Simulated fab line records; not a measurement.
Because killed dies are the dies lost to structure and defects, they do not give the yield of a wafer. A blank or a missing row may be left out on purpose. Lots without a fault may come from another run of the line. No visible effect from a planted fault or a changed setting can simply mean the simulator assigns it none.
Which of the tools did it? ; flow nand-harc ; 11 lots, 33 wafers sampled, at 3 steps of a route of 1302

## WHAT THE GAUGES SHOWED, per wafer
NHARC_A_M0_INSPECT_27.
lot;measured;on;raw-defect-count
L244;day 22 20:01;defect-inspect-02;635 702 554
L245;day 23 12:49;defect-inspect-01;530 705 560
L250;day 25 18:14;defect-inspect-01;3187 3137 3082
L251;day 26 10:39;defect-inspect-02;3235 3058 3202
L253;day 26 22:48;defect-inspect-02;3054 2976 2994
L257;day 28 08:40;defect-inspect-01;569 610 508
L260;day 30 05:11;defect-inspect-02;552 567 488
L261;day 30 16:07;defect-inspect-01;456 526 604
L263;day 30 19:47;defect-inspect-01;605 385 632
L264;day 31 14:05;defect-inspect-01;645 545 390
L265;day 32 00:48;defect-inspect-01;723 959 585

## WHICH TOOL RAN EACH LOT (tool, then ch and the chambers of the sampled wafers, then the start)
lot;NHARC_A_M0_DESCUM_14;NHARC_A_M0_CMP_23
L244;rie-diel-11 ch 0,2,3, day 22 17:12;cmp-04 ch 0,1,3, day 22 19:35
L245;rie-diel-11 ch 0,1, day 23 10:21;cmp-02 ch 1,2, day 23 12:20
L250;rie-diel-10 ch 0,2,3, day 25 15:47;cmp-04 ch 1,2,3, day 25 17:49
L251;rie-diel-10 ch 0,2,3, day 26 08:11;cmp-04 ch 0,2,3, day 26 10:11
L253;rie-diel-11 ch 0,1,2, day 26 20:02;cmp-04 ch 1,2,3, day 26 22:20
L257;rie-diel-01 ch 0,1, day 28 06:10;cmp-02 ch 0,3, day 28 08:13
L260;rie-diel-10 ch 0,3, day 30 02:43;cmp-01 ch 1,2,3, day 30 04:47
L261;rie-diel-11 ch 1,2,3, day 30 13:38;cmp-04 ch 0,2,3, day 30 15:38
L263;rie-diel-11 ch 0,2,3, day 30 17:20;cmp-02 ch 0,1, day 30 19:21
L264;rie-diel-11 ch 0,3, day 31 11:35;cmp-04 ch 0,1, day 31 13:38
L265;rie-diel-11 ch 0,2,3, day 31 22:20;cmp-01 ch 0,3, day 32 00:19
- NHARC_A_M0_DESCUM_14: chemistry O2, time 3 s.
- NHARC_A_M0_CMP_23: polishes, t overpolish 20 s, target thk 113.75 nm.

## THE ANSWER, worked out from the rows above alone
Rule: the lots themselves supply what counts as usual. The widest of any qualifying gaps counts: lots, ordered by their means at a reading, are off when they make up no more than a third of the lots, leave a main group of 4 or more, and stand apart from it by 3 or more times the standard deviation of that group's means. If all means in a main group match to the digits the tables above print for the reading, that group is not used. A lot without any number at a reading at which 4 lots or more have one is off too. The other lots that the step has rows for count as sound.
Off: L250, L251, L253 (NHARC_A_M0_INSPECT_27, raw-defect-count). The main group: mean 585, standard deviation 73.
If a tool, at a process step before that reading, ran all the lots that are off and no sound lot after the first of them, it fits. Those tools and the gauges at NHARC_A_M0_INSPECT_27 are tried in the same way. None of those tried fits.

## WHAT HAD BEEN PUT IN BY THE SIMULATOR
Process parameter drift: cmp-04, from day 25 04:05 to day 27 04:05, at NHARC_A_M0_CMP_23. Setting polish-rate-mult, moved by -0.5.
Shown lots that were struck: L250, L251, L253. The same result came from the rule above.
